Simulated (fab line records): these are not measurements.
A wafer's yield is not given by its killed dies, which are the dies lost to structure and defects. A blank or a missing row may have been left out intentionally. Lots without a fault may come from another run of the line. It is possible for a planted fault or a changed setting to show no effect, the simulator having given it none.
What tool caused it? || flow nandHarc || 7 lots with 21 wafers sampled at 3 steps, on a route of 1159 steps

## WHAT EACH GAUGE READ, for each wafer
NHARC_A_ONON_D1_THK_MEAS_02: measures by ellipsometry.
{"lot": "L921", "measured": "day 8 01:41", "on": "filmMetro-01", "thkNm (nm)": "1019 1021 1019"}
{"lot": "L923", "measured": "day 8 13:38", "on": "filmMetro-01", "thkNm (nm)": "987 989 988"}
{"lot": "L925", "measured": "day 8 13:38", "on": "filmMetro-02", "thkNm (nm)": "1018 1017 1016"}
{"lot": "L927", "measured": "day 9 07:33", "on": "filmMetro-01", "thkNm (nm)": "1002 1001 1002"}
{"lot": "L938", "measured": "day 11 21:27", "on": "filmMetro-01", "thkNm (nm)": "1618 1619 1618"}
{"lot": "L939", "measured": "day 12 15:52", "on": "filmMetro-01", "thkNm (nm)": "1626 1625 1625"}
{"lot": "L943", "measured": "day 12 20:52", "on": "filmMetro-02", "thkNm (nm)": "984 985 987"}

## TOOL THAT RAN EACH LOT (tool first, then ch and the chambers of the sampled wafers, then the start)
{"lot": "L921", "NHARC_A_ZERO_WELL_DESCUM_12": "rieDiel-02 ch 0,2,3, day 7 02:28", "NHARC_A_ONON_D1_DEP_00": "pecvdOnon-03 ch 0, day 8 01:10"}
{"lot": "L923", "NHARC_A_ZERO_WELL_DESCUM_12": "rieDiel-11 ch 0,2,3, day 7 13:07", "NHARC_A_ONON_D1_DEP_00": "pecvdOnon-02 ch 0, day 8 13:10"}
{"lot": "L925", "NHARC_A_ZERO_WELL_DESCUM_12": "rieDiel-02 ch 0,2,3, day 7 17:50", "NHARC_A_ONON_D1_DEP_00": "pecvdOnon-04 ch 0, day 8 13:07"}
{"lot": "L927", "NHARC_A_ZERO_WELL_DESCUM_12": "rieDiel-02 ch 0,1, day 8 07:38", "NHARC_A_ONON_D1_DEP_00": "pecvdOnon-04 ch 0, day 9 07:06"}
{"lot": "L938", "NHARC_A_ZERO_WELL_DESCUM_12": "rieDiel-01 ch 0,1,3, day 10 21:32", "NHARC_A_ONON_D1_DEP_00": "pecvdOnon-02 ch 0, day 11 21:00"}
{"lot": "L939", "NHARC_A_ZERO_WELL_DESCUM_12": "rieDiel-11 ch 0,1,2, day 11 17:07", "NHARC_A_ONON_D1_DEP_00": "pecvdOnon-02 ch 0, day 12 15:22"}
{"lot": "L943", "NHARC_A_ZERO_WELL_DESCUM_12": "rieDiel-01 ch 0,2,3, day 11 23:42", "NHARC_A_ONON_D1_DEP_00": "pecvdOnon-03 ch 0, day 12 20:26"}
- NHARC_A_ZERO_WELL_DESCUM_12: chemistry O2, time 3 s.
- NHARC_A_ONON_D1_DEP_00: target thk 1000 nm.

## THE ANSWER, worked out from the rows above alone
Rule: what is usual is taken from the lots themselves. The widest of any qualifying gaps counts: lots, ordered by their means at a reading, are off when they make up no more than a third of the lots, leave a main group of 4 or more, and stand apart from it by 3 or more times the standard deviation of that group's means. If all means in a main group match to the digits the tables above print for the reading, that group is not used. Also off: a lot with no number at a reading for which 4 or more lots have one. Where the step has rows for the other lots, those lots are counted as sound.
Off: L938, L939, at NHARC_A_ONON_D1_THK_MEAS_02 (thkNm). Main group: mean 1002 nm, sd 14.
A tool fits if, at a process step before that reading, it ran every lot that is off, and no sound lot after the first of them. The gauges at NHARC_A_ONON_D1_THK_MEAS_02 are tried like those tools. This does not decide it: 2 tools fit, namely pecvdOnon-02 at NHARC_A_ONON_D1_DEP_00 and filmMetro-01 at NHARC_A_ONON_D1_THK_MEAS_02.

## WHAT HAD BEEN PUT IN BY THE SIMULATOR
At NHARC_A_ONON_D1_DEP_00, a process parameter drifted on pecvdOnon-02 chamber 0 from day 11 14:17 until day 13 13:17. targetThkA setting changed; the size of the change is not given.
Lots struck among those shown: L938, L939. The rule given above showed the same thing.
